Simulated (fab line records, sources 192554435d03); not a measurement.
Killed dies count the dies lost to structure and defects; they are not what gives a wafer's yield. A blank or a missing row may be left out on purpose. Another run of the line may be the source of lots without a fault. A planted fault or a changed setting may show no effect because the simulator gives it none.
Lot-split experiment | flow n5-finfet | route with 1938 steps; 7 lots, 21 wafers read

== ON THE SPLIT ==
At N5_BEOL_M7_COAT_71 (time 60 s, resist thk 5 nm), the setting spin-rpm was moved away from the recipe's 1500 rpm on 10 of the 21 wafers read, by -8.5% to +10.8%. The other wafers ran this setting at the recipe's value.

== FROM THE SPLIT TO THE READING: what the file shows between them, 4 steps ==
- N5_BEOL_M7_COAT_22: resist thk 30 nm
- N5_BEOL_M7_EBR_24
- N5_BEOL_M7_DESCUM_33: chemistry O2, time 7 s
- N5_BEOL_M7_ETCH_72: etches underlayer in N2/H2, target depth 6.5 nm, time 5.2 s

== THE READING ==
CAR-EUV_of_BEOL_M7_COAT_22.thk-nm (the simulator's own value, which no gauge read), in nm, at N5_BEOL_M7_ETCH_65 (etches SiARC in CF4, target depth 15.6 nm, time 26 s). No usual value for it is given in the file. The 11 wafers here that ran the recipe average 11.1 nm, standard deviation 0.089 nm.

wafer  | tool, chamber at the split | spin-rpm as run, rpm | against the recipe | CAR-EUV_of_BEOL_M7_COAT_22.thk-nm, nm | against lot-mates on the recipe
L075.1 | litho-track-04, 0          | 1500                 | recipe             | 11.2                                  | -
L075.3 | litho-track-04, 0          | 1372                 | -8.5%              | 11                                    | -0.2
L075.4 | litho-track-04, 0          | 1372                 | -8.5%              | 11                                    | -0.2
L081.1 | litho-track-01, 0          | 1591                 | +6.1%              | 11.2                                  | +0.2
L081.6 | litho-track-01, 0          | 1591                 | +6.1%              | 11.2                                  | +0.2
L081.2 | litho-track-01, 0          | 1500                 | recipe             | 11                                    | -
L086.3 | litho-track-03, 0          | 1561                 | +4.1%              | 11.2                                  | +0.0
L086.5 | litho-track-03, 0          | 1561                 | +4.1%              | 11.2                                  | +0.0
L086.6 | litho-track-03, 0          | 1500                 | recipe             | 11.2                                  | -
L090.1 | litho-track-03, 0          | 1662                 | +10.8%             | 11.6                                  | +0.4
L090.3 | litho-track-03, 0          | 1662                 | +10.8%             | 11.6                                  | +0.4
L090.6 | litho-track-03, 0          | 1500                 | recipe             | 11.2                                  | -
L094.1 | litho-track-04, 0          | 1500                 | recipe             | 11.2                                  | -
L094.3 | litho-track-04, 0          | 1500                 | recipe             | 11.2                                  | -
L094.5 | litho-track-04, 0          | 1500                 | recipe             | 11.2                                  | -
L095.1 | litho-track-01, 0          | 1500                 | recipe             | 11.2                                  | -
L095.4 | litho-track-01, 0          | 1500                 | recipe             | 11.2                                  | -
L095.2 | litho-track-01, 0          | 1500                 | recipe             | 11                                    | -
L097.3 | litho-track-03, 0          | 1547                 | +3.1%              | 11.2                                  | +0.2
L097.4 | litho-track-03, 0          | 1547                 | +3.1%              | 11.2                                  | +0.2
L097.6 | litho-track-03, 0          | 1500                 | recipe             | 11                                    | -

FIT RESULTS
A straight line over all 21 wafers: CAR-EUV_of_BEOL_M7_COAT_22.thk-nm changes by +0.0269 nm for each +1% of spin-rpm; r = +0.80; the points scatter about the line by 0.099 nm.
The same after taking each lot's own level away (the mean of its wafers on the recipe; 21 wafers): +0.0304 nm for each +1%; r = +0.90; scatter 0.07 nm.
The reading moves by 0.33 nm for the largest change in spin-rpm, on that fit.
From 11.00 to 11.20 nm: that is the span of the lots' own levels, equal to 2.2 times the standard deviation above.
In other words, the slope is changed by the lot-to-lot level; the two fits disagree.
Check: with one of the wafers moved furthest among these (+10.8%) left out of the fit, the line predicts +0.322 nm for it against its lot-mates. Against them it came out at +0.4 nm.

== OTHER SPLITS ON THESE WAFERS ==
Note: prior to the reading, these wafers also went through further splits. Each is held against what the fit with the lots' levels taken away leaves over:
other split on the same wafers | wafers away from the commonest value | r with CAR-EUV_of_BEOL_M7_COAT_22.thk-nm (lot level and that fit taken away)
N5_BEOL_M5_EXPOSE_25 dose-mj   | 6                                    | +0.10
N5_BEOL_M6_ILD_DEP_00 time-s   | 4                                    | +0.43
N5_BEOL_M6_COAT_05 spin-rpm    | 7                                    | -0.07
N5_BEOL_M7_ETCH_61 source-w    | 5                                    | -0.18

== THE WHOLE CHAIN: every reading that the file lists as answering this split, in the file's order ==
step               | what it does                                                | reading                                                                            | change (the file's fit)                | r (the file's)
N5_BEOL_M7_ETCH_72 | etches underlayer in N2/H2, target depth 6.5 nm, time 5.2 s | etch.depth-nm (the simulator's own value, which no gauge read)                     | -0.0241 nm for each +1% of the setting | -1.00
N5_BEOL_M7_ETCH_65 | etches SiARC in CF4, target depth 15.6 nm, time 26 s        | CAR-EUV_of_BEOL_M7_COAT_22.thk-nm (the simulator's own value, which no gauge read) | +0.0311 nm for each +1% of the setting | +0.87

== FILE'S OWN FIT ==
CAR-EUV_of_BEOL_M7_COAT_22.thk-nm changes by +0.0311 nm for each +1% of spin-rpm, r = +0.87.
